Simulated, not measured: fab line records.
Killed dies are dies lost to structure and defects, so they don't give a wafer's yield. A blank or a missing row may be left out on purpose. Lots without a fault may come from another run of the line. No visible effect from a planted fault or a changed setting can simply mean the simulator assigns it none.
Which tool did it?    flow n5Finfet    72 wafers from 24 lots sampled at 4 of the route's 1938 steps

== WHAT EACH GAUGE READ, for each wafer ==
N5_BEOL_M10_OVL_MEAS_12.
lot   measured      on          M10_OVL (nm)
L074  day 9 13:37   overlay-01  -1.0 -1.5 0.0
L075  day 9 19:47   overlay-01  0.4 0.3 -0.2
L077  day 10 04:59  overlay-01  -0.7 -0.2 -0.7
L078  day 10 09:42  overlay-02  -0.3 -0.7 -0.8
L076  day 10 12:24  overlay-02  0.1 -0.4 0.0
L080  day 10 18:56  overlay-02  0.3 -0.5 -0.1
L079  day 11 02:53  overlay-01  0.9 0.2 0.7
L082  day 11 21:37  overlay-01  -1.3 -0.2 0.0
L081  day 11 23:16  overlay-02  0.7 0.2 0.2
L083  day 12 02:09  overlay-01  0.2 0.3 0.6
L084  day 12 09:28  overlay-02  0.4 -0.1 0.0
L085  day 12 15:25  overlay-02  0.2 -0.9 -1.3
L086  day 12 15:43  overlay-02  -0.2 -0.3 0.2
L087  day 13 00:20  overlay-01  -0.3 -0.8 -0.7
L089  day 13 05:14  overlay-01  -0.9 -1.0 0.2
L088  day 13 14:29  overlay-01  0.5 0.1 1.5
L090  day 13 22:35  overlay-01  1.2 1.0 1.2
L091  day 13 22:40  overlay-02  -0.8 -0.7 -0.8
L092  day 14 15:41  overlay-02  -0.5 -0.5 -1.3
L093  day 14 19:05  overlay-01  -0.5 0.5 0.1
L094  day 14 19:52  overlay-02  0.8 0.8 -0.1
L095  day 15 13:22  overlay-01  -0.2 0.7 0.4
L097  day 15 15:31  overlay-01  1.4 1.9 0.3
L096  day 15 17:26  overlay-02  -0.1 -1.5 0.2

N5_BEOL_M11_INSPECT_13: inspects for defects (brightfield).
lot   measured      on                rawDefectCount
L074  day 9 19:41   defectInspect-02  289 250 239
L075  day 10 05:30  defectInspect-01  425 467 568
L077  day 10 14:31  defectInspect-01  342 268 385
L078  day 10 17:36  defectInspect-02  263 373 362
L076  day 10 19:25  defectInspect-01  413 458 416
L080  day 11 02:42  defectInspect-01  527 495 498
L079  day 11 14:43  defectInspect-01  305 342 330
L082  day 12 05:55  defectInspect-01  513 449 277
L081  day 12 05:57  defectInspect-02  403 481 398
L083  day 12 09:16  defectInspect-01  254 298 223
L084  day 12 15:59  defectInspect-02  335 333 269
L085  day 12 21:16  defectInspect-01  375 423 466
L086  day 12 21:39  defectInspect-01  348 378 540
L087  day 13 11:17  defectInspect-02  291 309 223
L089  day 13 14:43  defectInspect-02  338 286 398
L088  day 13 22:08  defectInspect-01  345 484 256
L090  day 14 09:37  defectInspect-01  608 437 549
L091  day 14 10:02  defectInspect-01  287 303 432
L092  day 15 00:04  defectInspect-01  432 549 383
L093  day 15 02:35  defectInspect-02  486 372 487
L094  day 15 04:44  defectInspect-02  437 444 423
L095  day 15 21:01  defectInspect-02  443 374 352
L097  day 15 22:40  defectInspect-01  322 257 326
L096  day 16 01:32  defectInspect-01  451 315 340

== WHAT TOOL EACH LOT RAN ON (gives the tool, then ch and the chambers of the sampled wafers, and finally the start) ==
lot   N5_BEOL_M10_STRIP_77                          N5_BEOL_M10_DEGAS_44
L074  rieDiel-05 ch 0,1, day 9 15:39 or earlier     pvdSputter-02, day 9 15:39
L075  rieDiel-05 ch 2,3, day 10 00:32 or earlier    pvdSputter-02, day 10 00:32
L077  rieDiel-05 ch 1,3, day 10 09:14 or earlier    pvdSputter-03, day 10 09:14
L078  rieDiel-05 ch 0,1,2, day 10 12:13 or earlier  pvdSputter-03, day 10 12:13
L076  rieDiel-01 ch 0,3, day 10 15:13 or earlier    pvdSputter-02, day 10 15:13
L080  rieDiel-05 ch 0,2,3, day 10 22:20 or earlier  pvdSputter-03, day 10 22:20
L079  rieDiel-05 ch 0,2, day 11 08:05 or earlier    pvdSputter-01, day 11 08:05
L082  rieDiel-05 ch 0,3, day 12 01:23 or earlier    pvdSputter-03, day 12 01:23
L081  rieDiel-05 ch 0,2,3, day 12 02:16 or earlier  pvdSputter-03, day 12 02:16
L083  rieDiel-01 ch 0,2,3, day 12 05:44 or earlier  pvdSputter-02, day 12 05:44
L084  rieDiel-05 ch 0,2, day 12 12:00 or earlier    pvdSputter-01, day 12 12:00
L085  rieDiel-04 ch 1,2,3, day 12 18:01 or earlier  pvdSputter-02, day 12 18:01
L086  rieDiel-01 ch 0,2,3, day 12 18:18 or earlier  pvdSputter-01, day 12 18:18
L087  rieDiel-01 ch 1,3, day 13 05:37 or earlier    pvdSputter-03, day 13 05:37
L089  rieDiel-05 ch 0,1, day 13 09:04 or earlier    pvdSputter-03, day 13 09:04
L088  rieDiel-01 ch 1,2, day 13 16:35 or earlier    pvdSputter-03, day 13 16:35
L090  rieDiel-01 ch 2,3, day 14 02:39 or earlier    pvdSputter-02, day 14 02:39
L091  rieDiel-04 ch 0,1,2, day 14 03:33 or earlier  pvdSputter-02, day 14 03:33
L092  rieDiel-04 ch 0,1,3, day 14 19:35 or earlier  pvdSputter-01, day 14 19:35
L093  rieDiel-01 ch 0,2,3, day 14 22:49 or earlier  pvdSputter-03, day 14 22:49
L094  rieDiel-04 ch 1,3, day 14 23:25 or earlier    pvdSputter-01, day 14 23:25
L095  rieDiel-01 ch 2,3, day 15 16:43 or earlier    pvdSputter-03, day 15 16:43
L097  rieDiel-01 ch 1,3, day 15 19:39 or earlier    pvdSputter-02, day 15 19:39
L096  rieDiel-01 ch 0,2,3, day 15 21:11 or earlier  pvdSputter-02, day 15 21:11
- N5_BEOL_M10_STRIP_77: strips in N2/H2, time 10 s.
- N5_BEOL_M10_DEGAS_44: time 60 s.

== WHAT THE TOOLS THEMSELVES READ (means of the sampled wafers that have a number; where no wafer has one, the mark that the record gives instead) ==
N5_BEOL_M10_STRIP_77.
lot   tool        drypumpMotorCurrentA (A)  oesProductAu (a.u.)  rfVppV (V)  showerheadPlenumPTorr (Torr)  throttleValvePct (%)
L074  rieDiel-05  6.3                       0.79                 59.3        2.47                          23.71
L075  rieDiel-05  5.1                       0.79                 59.4        2.51                          23.22
L077  rieDiel-05  5.4                       0.72                 59.3        2.42                          23.73
L078  rieDiel-05  5.9                       0.81                 59.2        2.50                          23.41
L076  rieDiel-01  4.9                       0.94                 58.8        2.49                          23.31
L080  rieDiel-05  5.4                       0.79                 58.8        2.49                          23.29
L079  rieDiel-05  5.5                       0.83                 59.4        2.53                          23.09
L082  rieDiel-05  5.2                       0.75                 59.2        2.44                          23.50
L081  rieDiel-05  5.3                       0.79                 58.9        2.48                          23.30
L083  rieDiel-01  5.4                       0.91                 58.7        2.48                          23.38
L084  rieDiel-05  5.4                       0.82                 59.7        2.53                          23.10
L085  rieDiel-04  5.2                       0.74                 59.2        2.57                          23.77
L086  rieDiel-01  5.4                       0.90                 59.2        2.48                          23.38
L087  rieDiel-01  4.8                       0.83                 59.2        2.53                          23.49
L089  rieDiel-05  6.3                       0.76                 58.1        2.46                          23.74
L088  rieDiel-01  5.2                       0.76                 57.9        2.56                          23.71
L090  rieDiel-01  5.3                       0.89                 59.1        2.49                          23.39
L091  rieDiel-04  5.4                       0.80                 59.5        2.53                          23.79
L092  rieDiel-04  5.2                       0.89                 58.6        2.58                          23.71
L093  rieDiel-01  5.4                       0.86                 59.3        2.47                          23.42
L094  rieDiel-04  5.1                       0.87                 60.0        2.65                          23.63
L095  rieDiel-01  5.4                       0.87                 58.9        2.48                          23.42
L097  rieDiel-01  4.8                       0.91                 58.5        2.52                          23.36
L096  rieDiel-01  5.4                       0.86                 58.9        2.47                          23.43

N5_BEOL_M10_DEGAS_44.
lot   tool           heaterPowerW (W)
L074  pvdSputter-02  344
L075  pvdSputter-02  341
L077  pvdSputter-03  323
L078  pvdSputter-03  327
L076  pvdSputter-02  331
L080  pvdSputter-03  309
L079  pvdSputter-01  327
L082  pvdSputter-03  302
L081  pvdSputter-03  307
L083  pvdSputter-02  313
L084  pvdSputter-01  324
L085  pvdSputter-02  340
L086  pvdSputter-01  358
L087  pvdSputter-03  308
L089  pvdSputter-03  325
L088  pvdSputter-03  319
L090  pvdSputter-02  332
L091  pvdSputter-02  316
L092  pvdSputter-01  345
L093  pvdSputter-03  310
L094  pvdSputter-01  332
L095  pvdSputter-03  317
L097  pvdSputter-02  343
L096  pvdSputter-02  331

== THE ANSWER, worked out from the rows above alone ==
Rule: the usual values come from the lots themselves. Put in order of their means at a reading, lots are off if they are a third of the lots or fewer, leave a main group of 4 or more, and stand apart from it by a gap of 3 or more times the standard deviation of the main group's means; of several such gaps the widest counts. Not used: any main group whose means are identical at the precision the tables above print for the reading. Also off: a lot with no number at a reading for which 4 or more lots have one. The other lots that the step has rows for count as sound. First the gauges in route order, then the tools' own readings, where a lot's mean is used as printed above. The first step at which some lot is off is used, and at that step the reading that is off furthest; a lot without a number counts as furthest.
No lot is off on any of the readings shown, so nothing can be concluded from this.

== WHAT WAS PUT IN BY THE SIMULATOR ==
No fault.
